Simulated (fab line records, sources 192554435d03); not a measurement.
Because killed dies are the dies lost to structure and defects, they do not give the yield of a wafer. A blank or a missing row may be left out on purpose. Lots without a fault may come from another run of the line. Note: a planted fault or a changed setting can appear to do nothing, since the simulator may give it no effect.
Matching of chambers || flow n5Finfet || N5_HKMG_FIN_ETCH_32 on rieDiel-01: 4 sister chambers
The step etches SOC in N2/H2, target depth 240 nm, time 300 s. 4 wafers are shown with their chamber, then 8 later ones without.

== WAFERS, EACH WITH ITS CHAMBER ==
{"wafer": "L084.1", "chamber": 1, "showerheadPlenumPTorr (Torr)": 2.50}
{"wafer": "L084.4", "chamber": 3, "showerheadPlenumPTorr (Torr)": 2.32}
{"wafer": "L087.2", "chamber": 0, "showerheadPlenumPTorr (Torr)": 2.44}
{"wafer": "L088.2", "chamber": 2, "showerheadPlenumPTorr (Torr)": 2.63}

== WAFERS MISSING THEIR CHAMBER ==
{"wafer": "L088.3", "showerheadPlenumPTorr (Torr)": 2.50}
{"wafer": "L088.6", "showerheadPlenumPTorr (Torr)": 2.50}
{"wafer": "L089.2", "showerheadPlenumPTorr (Torr)": 2.32}
{"wafer": "L089.3", "showerheadPlenumPTorr (Torr)": 2.62}
{"wafer": "L089.5", "showerheadPlenumPTorr (Torr)": 2.32}
{"wafer": "L090.2", "showerheadPlenumPTorr (Torr)": 2.43}
{"wafer": "L090.4", "showerheadPlenumPTorr (Torr)": 2.62}
{"wafer": "L090.6", "showerheadPlenumPTorr (Torr)": 2.50}

== WHICH CHAMBER EACH ONE RAN IN ==
{"wafer": "L088.3", "from the rows above": 1, "in truth": 1}
{"wafer": "L088.6", "from the rows above": 1, "in truth": 1}
{"wafer": "L089.2", "from the rows above": 3, "in truth": 3}
{"wafer": "L089.3", "from the rows above": 2, "in truth": 2}
{"wafer": "L089.5", "from the rows above": 3, "in truth": 3}
{"wafer": "L090.2", "from the rows above": 0, "in truth": 0}
{"wafer": "L090.4", "from the rows above": 2, "in truth": 2}
{"wafer": "L090.6", "from the rows above": 1, "in truth": 1}
Correct placement for 8 of the 8. Number that these rows cannot place: 0. 0 placed wrongly.
How it was worked out, from the rows above alone: a wafer's distance from a chamber is the root of the sum, over the readings, of the square of ((its reading less the chamber's mean) divided by the reading's scatter). The wafer belongs to the nearest chamber; if the next one is less than 2 further off, it can't be placed. Each chamber's mean is taken over the wafers shown for it. The scatter (one wafer shown for each chamber): square how far every hidden wafer sits from the nearest shown wafer, average those squares and take the square root.
